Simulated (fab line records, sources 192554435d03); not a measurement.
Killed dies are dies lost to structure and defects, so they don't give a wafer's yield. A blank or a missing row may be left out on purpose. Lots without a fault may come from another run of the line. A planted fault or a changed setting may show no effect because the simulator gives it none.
Chamber matching | flow n5_finfet | N5_BEOL_M0_SAQP_ILD_DEP_01 on pecvd-01: 3 sister chambers
The step deposits SiOC from DEMS/O2, target thk 45.419 nm, time 8.7 s. 6 wafers are shown with their chamber, then 9 later ones without.

WAFERS WITH THEIR CHAMBER
wafer  | chamber | throttle_valve_pct (%) | showerhead_plenum_p_Torr (Torr)
L080.2 | 0       | 11.7                   | 5.709
L080.5 | 0       | 11.5                   | 5.690
L085.4 | 2       | 11.2                   | 5.666
L089.2 | 1       | 12.8                   | 5.720
L089.3 | 2       | 11.3                   | 5.673
L089.4 | 1       | 13.0                   | 5.719

WAFERS WITHOUT THEIR CHAMBER
wafer  | throttle_valve_pct (%) | showerhead_plenum_p_Torr (Torr)
L090.1 | 12.7                   | 5.736
L090.3 | 11.2                   | 5.674
L090.4 | 11.3                   | 5.690
L091.3 | 11.3                   | 5.680
L091.4 | 11.3                   | 5.707
L091.5 | 12.8                   | 5.718
L094.1 | 13.0                   | 5.721
L094.2 | 11.7                   | 5.697
L094.4 | 11.2                   | 5.677

WHICH CHAMBER EACH WENT THROUGH
wafer  | from the rows above     | in truth
L090.1 | 1                       | 1
L090.3 | 2                       | 2
L090.4 | can't be placed: 2 or 0 | 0
L091.3 | 2                       | 2
L091.4 | can't be placed: 0 or 2 | 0
L091.5 | 1                       | 1
L094.1 | 1                       | 1
L094.2 | 0                       | 0
L094.4 | 2                       | 2
Placed correctly: 7 of 9. Can't be placed from these rows: 2 (the true chamber is among the candidates in 2). Placed wrongly: 0.
How it was worked out, from the rows above alone: a wafer's distance from a chamber is the root of the sum, over the readings, of the square of ((its reading less the chamber's mean) divided by the reading's scatter). The wafer belongs to the nearest chamber; if the next one is less than 2 further off, it can't be placed. A chamber's mean is the mean of its shown wafers. The scatter: the root of (the sum of the squares of (reading less its chamber's mean) over the shown wafers, divided by (wafers less chambers)).
